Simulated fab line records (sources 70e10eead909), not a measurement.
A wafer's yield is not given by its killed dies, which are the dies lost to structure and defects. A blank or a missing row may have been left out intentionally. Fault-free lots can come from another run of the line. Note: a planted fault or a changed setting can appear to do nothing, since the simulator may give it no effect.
Which of the tools did it? + flow nand harc + 6 lots with 18 wafers sampled at 2 steps, on a route of 1302 steps

## WHAT THE GAUGES READ, wafer by wafer
NHARC_P_GATE_INSPECT_28.
| lot  | measured     | on                | raw defect count |
|------|--------------|-------------------|------------------|
| L192 | day 6 18:07  | defect inspect-02 | 15 7 9           |
| L195 | day 7 17:34  | defect inspect-02 | 11 8 9           |
| L200 | day 10 05:00 | defect inspect-01 | 4 7 6            |
| L206 | day 12 11:00 | defect inspect-02 | 5 7 4            |
| L207 | day 13 02:35 | defect inspect-02 | 11 9 8           |
| L211 | day 14 17:21 | defect inspect-02 | 0 7 8            |

## EACH LOT AND THE TOOL THAT RAN IT (in order: tool; ch and the chambers of the sampled wafers; start)
| lot  | NHARC_P_GATE_DEVELOP_25           |
|------|-----------------------------------|
| L192 | litho track-01 ch 0, day 6 17:00  |
| L195 | litho track-04 ch 0, day 7 17:00  |
| L200 | litho track-04 ch 0, day 10 04:00 |
| L206 | litho track-01 ch 0, day 12 10:00 |
| L207 | litho track-01 ch 0, day 13 02:00 |
| L211 | litho track-04 ch 0, day 14 17:00 |
- NHARC_P_GATE_DEVELOP_25: develop time 35 s.

## THE ANSWER, worked out from the rows above alone
Rule: the usual values come from the lots themselves. The widest of any qualifying gaps counts: lots, ordered by their means at a reading, are off when they make up no more than a third of the lots, leave a main group of 4 or more, and stand apart from it by 3 or more times the standard deviation of that group's means. The tables above print the reading to a certain number of digits; a main group whose means all agree to those digits is not used. A lot without any number at a reading at which 4 lots or more have one is off too. Any other lot the step has rows for is counted as sound.
No lot is off on any of the readings shown, so nothing can be concluded from this.

## WHAT THE SIMULATOR HAD INSERTED
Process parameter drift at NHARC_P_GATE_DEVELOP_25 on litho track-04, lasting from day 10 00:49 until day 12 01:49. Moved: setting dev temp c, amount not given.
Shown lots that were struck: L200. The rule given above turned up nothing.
